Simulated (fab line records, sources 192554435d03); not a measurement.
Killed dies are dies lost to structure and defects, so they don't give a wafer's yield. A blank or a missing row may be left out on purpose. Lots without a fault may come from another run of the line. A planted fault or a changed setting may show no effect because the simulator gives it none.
Split-lot experiment | flow n5_finfet | 7 lots, 16 wafers read, on a route of 1938 steps

THE SPLIT
At N5_BEOL_M3_SPUTTER_90 (material Cu, target thk 4.5 nm, time 8.29 s), the setting time_s was moved away from the recipe's 8.29 s on 6 of the 16 wafers read, by -14.1% to +12.3%. The other wafers ran this setting at the recipe's value.

The reading is taken at the split's own step.

THE READING
Cu_of_BEOL_M3_SPUTTER_90.thk_nm (the simulator's own value, which no gauge read), in nm, at N5_BEOL_M3_SPUTTER_90 (material Cu, target thk 4.5 nm, time 8.29 s). The file gives no usual value for it. The 10 wafers here that ran the recipe average 4.6 nm, standard deviation 0.11 nm.

wafer  | tool, chamber at the split | time_s as run, s | against the recipe | Cu_of_BEOL_M3_SPUTTER_90.thk_nm, nm | against lot-mates on the recipe
L074.1 | pvd_sputter-02, -          | 8.29             | recipe             | 4.6                                 | -
L074.5 | pvd_sputter-02, -          | 8.29             | recipe             | 4.6                                 | -
L078.3 | pvd_sputter-02, -          | 7.955            | -4.0%              | 4.4                                 | -0.2
L078.4 | pvd_sputter-02, -          | 7.955            | -4.0%              | 4.4                                 | -0.2
L078.6 | pvd_sputter-02, -          | 8.29             | recipe             | 4.6                                 | -
L082.4 | pvd_sputter-02, -          | 8.29             | recipe             | 4.4                                 | -
L086.2 | pvd_sputter-03, -          | 7.122            | -14.1%             | 3.8                                 | no lot-mate on the recipe
L086.4 | pvd_sputter-03, -          | 7.122            | -14.1%             | 3.8                                 | no lot-mate on the recipe
L087.5 | pvd_sputter-02, -          | 8.773            | +5.8%              | 4.6                                 | +0.2
L087.6 | pvd_sputter-02, -          | 8.29             | recipe             | 4.4                                 | -
L093.1 | pvd_sputter-03, -          | 8.29             | recipe             | 4.6                                 | -
L093.5 | pvd_sputter-03, -          | 8.29             | recipe             | 4.6                                 | -
L093.3 | pvd_sputter-03, -          | 8.29             | recipe             | 4.8                                 | -
L095.3 | pvd_sputter-01, -          | 9.306            | +12.3%             | 5                                   | +0.4
L095.5 | pvd_sputter-01, -          | 8.29             | recipe             | 4.6                                 | -
L095.6 | pvd_sputter-01, -          | 8.29             | recipe             | 4.6                                 | -

THE FIT
A straight line over all 16 wafers: Cu_of_BEOL_M3_SPUTTER_90.thk_nm changes by +0.0455 nm for each +1% of time_s; r = +0.93; the points scatter about the line by 0.12 nm.
The same after taking each lot's own level away (the mean of its wafers on the recipe; 14 wafers): +0.036 nm for each +1%; r = +0.94; scatter 0.052 nm.
On that fit, the largest move of time_s shifts the reading by 0.51 nm.
The lots' own levels span 4.40 to 4.67 nm, that is 2.5 times the standard deviation above.
So the lot-to-lot level changes the slope: the two fits differ.
Check: with one of the wafers moved furthest among these (+12.3%) left out of the fit, the line predicts +0.5 nm for it against its lot-mates. It came out at +0.4 nm against them.

OTHER SPLITS ON THESE WAFERS
These wafers also went through other splits before the reading. Each is held against what the fit with the lots' levels taken away leaves over:
other split on the same wafers | wafers away from the commonest value | r with Cu_of_BEOL_M3_SPUTTER_90.thk_nm (lot level and that fit taken away)
N5_BEOL_M2_COAT_62 spin_rpm    | 7                                    | +0.06
N5_BEOL_M3_ETCH_64 time_s      | 3                                    | -0.19
N5_BEOL_M3_COAT_22 spin_rpm    | 3                                    | +0.18

THE FILE'S OWN FIT
Cu_of_BEOL_M3_SPUTTER_90.thk_nm changes by +0.0343 nm for each +1% of time_s, r = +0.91.
